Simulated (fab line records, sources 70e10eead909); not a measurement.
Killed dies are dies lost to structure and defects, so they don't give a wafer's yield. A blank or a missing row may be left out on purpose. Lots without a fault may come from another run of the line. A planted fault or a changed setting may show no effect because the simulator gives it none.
A struck lot beside a sound one | flow nand_harc | 42 steps out of a route of 1302
Sound: wafers L431.2, L431.3, L431.5. Struck: wafers L447.3, L447.4, L447.5. The cause comes at the end.
At each step with rows: each side's tool, then ch and its chambers, then its first start. Under that, the readings that differ: sound wafers | struck wafers | difference of the means | sigmas: that difference in standard deviations of wafers without a fault.
alike: readings whose means differ by less than 2 such deviations, and words and numbers that are the same on both sides. not compared: withheld readings, readings that some wafer has no value for, bounds like >300 that may hide the same value, and numbers for which the record gives no deviation and whose values overlap.
The two part at a step that has a row with sigmas, a row that says differs or no value, or rows on one side only. Numbers that don't overlap but have no deviation are shown without sigmas and don't part them. A reading that every wafer of one side lacks parts them only if that side has two wafers or more.

first, 5 steps without rows for these wafers: NHARC_A_CONTACT_ETCH_51 (etches the open film in O2/COS, target depth 7000 nm, time 1820 s); NHARC_A_CONTACT_ETCH_111 (etches the open film in C4F8/O2/Ar, time 140 s, target depth 700 nm); NHARC_A_CONTACT_ETCH_112 (etches the open film in C4F8/O2/Ar, time 190 s, target depth 1850 nm); NHARC_A_CONTACT_ETCH_113 (etches the open film in C4F8/O2/Ar, time 190 s, target depth 1850 nm); NHARC_A_CONTACT_ETCH_114 (etches the open film in C4F8/O2/Ar, time 190 s, target depth 1850 nm).
NHARC_A_CONTACT_ETCH_115: etches the open film in C4F8/O2/Ar, time 190 s, target depth 1850 nm.
  sound on har_cap_etch-01 ch 0,1, day 22 14:23; struck on har_cap_etch-01 ch 0,1, day 29 16:48
  alike: oes_air_line_au
  not compared: rf_hours_counter_h
then, 4 steps without rows for these wafers: NHARC_A_CONTACT_ETCH_116 (etches the open film in C4F8/O2/Ar, time 190 s, target depth 1850 nm); NHARC_A_CONTACT_ETCH_117 (etches the open film in C4F8/O2/Ar, time 190 s, target depth 1850 nm); NHARC_A_CONTACT_ETCH_118 (etches the open film in C4F8/O2/Ar, time 190 s, target depth 1850 nm); NHARC_A_CONTACT_ETCH_119 (etches the open film in C4F8/O2/Ar, time 190 s, target depth 1850 nm).
NHARC_A_CONTACT_ETCH_120: etches the open film in C4F8/O2/Ar, time 190 s, target depth 1850 nm.
  sound on har_cap_etch-01 ch 0,1, day 22 15:14; struck on har_cap_etch-01 ch 0,1, day 29 17:40
  alike: oes_air_line_au
  not compared: rf_hours_counter_h
then, 1 step without rows for these wafers: NHARC_A_CONTACT_ETCH_121 (etches the open film in C4F8/O2/Ar, time 190 s, target depth 1850 nm).
NHARC_A_CONTACT_ETCH_122: etches the open film in C4F8/O2/Ar, time 190 s, target depth 1850 nm.
  sound on har_cap_etch-01 ch 0,1, day 22 15:35; struck on har_cap_etch-01 ch 0,1, day 29 18:00
  alike: oes_air_line_au
  not compared: rf_hours_counter_h
then, 1 step without rows for these wafers: NHARC_A_CONTACT_ETCH_123 (etches the open film in C4F8/O2/Ar, time 490 s, target depth 2110 nm).
NHARC_A_CONTACT_ETCH_90: etches the open film in CH3F/O2, target depth 40 nm, time 85.7 s.
  sound on rie_diel-05 ch 2,3, day 22 16:44; struck on rie_diel-10 ch 1,2,3, day 29 19:07
  reading                | sound                | struck               | difference | sigmas
  throttle_valve_pct (%) | 20.656 20.651 20.654 | 20.670 20.672 20.673 | +0.018     | +2
  alike: drypump_motor_current_A, oes_product_au, rf_vpp_V, showerhead_plenum_p_Torr
  not compared: rf_hours_counter_h
NHARC_A_CONTACT_ETCH_96: etches the open film in C4F6/O2, target depth 20 nm, time 10 s.
  sound on rie_diel-05 ch 0,3; struck on rie_diel-10 ch 0,1,3
  alike: drypump_motor_current_A, oes_product_au, rf_vpp_V, showerhead_plenum_p_Torr, throttle_valve_pct
  not compared: rf_hours_counter_h
NHARC_A_CONTACT_CD_MEAS_53:
  sound on cd_sem-03, day 22 16:57; struck on cd_sem-02, day 29 19:19
  alike: cd_nm
then, 18 steps without rows for these wafers: NHARC_A_CONTACT_STRIP_99 (strips in N2/H2); NHARC_A_CONTACT_STRIP_100 (strips in CF4/CHF3); NHARC_A_CONTACT_STRIP_101 (strips in O2/COS); NHARC_A_CONTACT_ETCH_102 (etches the open film in CF4/O2, target depth 100 nm, overetch 10 nm, time 55 s); NHARC_A_CONTACT_STRIP_55 (strips in O2); NHARC_A_CONTACT_STRIP_56 (strips in post etch residue remover, time 600 s); NHARC_A_CONTACT_DEP_57 (deposits aC, target thk 5300 nm); NHARC_A_CONTACT_DEP_58 (deposits SiON, target thk 90 nm); NHARC_A_CONTACT_DEHYDRATE_59 (time 120 s); NHARC_A_CONTACT_HMDS_60 (time 30 s); NHARC_A_CONTACT_COAT_61 (time 75 s); NHARC_A_CONTACT_COAT_62 (time 65 s); NHARC_A_CONTACT_COAT_63 (resist thk 90 nm); NHARC_A_CONTACT_SOFTBAKE_64 (time 55 s); NHARC_A_CONTACT_EBR_65; NHARC_A_CONTACT_EXPOSE_66 (exposes mask A CC 2); NHARC_A_CONTACT_PEB_67 (peb time 65 s); NHARC_A_CONTACT_DEVELOP_68 (develop time 35 s).
NHARC_A_CONTACT_CD_MEAS_69: target cd 300 nm.
  sound on cd_sem-02 ch 0, day 22 22:17; struck on cd_sem-02 ch 0, day 30 01:40
  alike: cd_nm
NHARC_A_CONTACT_OVL_MEAS_70:
  sound on overlay-01, day 22 22:22; struck on overlay-02, day 30 01:46
  alike: overlay_x_nm, overlay_y_nm
then, 2 steps without rows for these wafers: NHARC_A_CONTACT_DESCUM_74 (chemistry O2, time 3 s); NHARC_A_CONTACT_ETCH_75 (etches the open film in CF4, target depth 39 nm, time 65 s).
NHARC_A_CONTACT_ETCH_76: etches the open film in N2/H2, target depth 260 nm, time 475.3 s.
  sound on rie_diel-05 ch 0,1; struck on rie_diel-10 ch 0,1,3
  alike: drypump_motor_current_A, oes_product_au, rf_vpp_V, showerhead_plenum_p_Torr, throttle_valve_pct
  not compared: rf_hours_counter_h
then, 1 step without rows for these wafers: NHARC_A_CONTACT_ETCH_77 (etches the open film in CF4/CHF3, target depth 108.9 nm, time 54.5 s).
-- the record jumps here: 3 days lie between the struck wafers' starts before and after (it left off in module A_CONTACT and takes up again in module END, whose first step shown is number 1302 of the route) --
NHARC_END_SORT_01:
  sound on prober-01 ch 0, day 25 08:55; struck on prober-01 ch 0, day 32 19:28
  reading             | sound    | struck      | difference | sigmas
  killed_at_array     | 39 51 37 | 121 155 161 | +103       | +6
  killed_at_periphery | 4 4 4    | 11 12 8     | +6         | +2
  killed_dies         | 43 56 41 | 132 167 169 | +109       | +6
  alike: killed_at_other, killed_open, killed_short

WHERE THEY PART
First at NHARC_A_CONTACT_ETCH_90; last, within this record, at NHARC_END_SORT_01.

WHY: what the simulator had put in
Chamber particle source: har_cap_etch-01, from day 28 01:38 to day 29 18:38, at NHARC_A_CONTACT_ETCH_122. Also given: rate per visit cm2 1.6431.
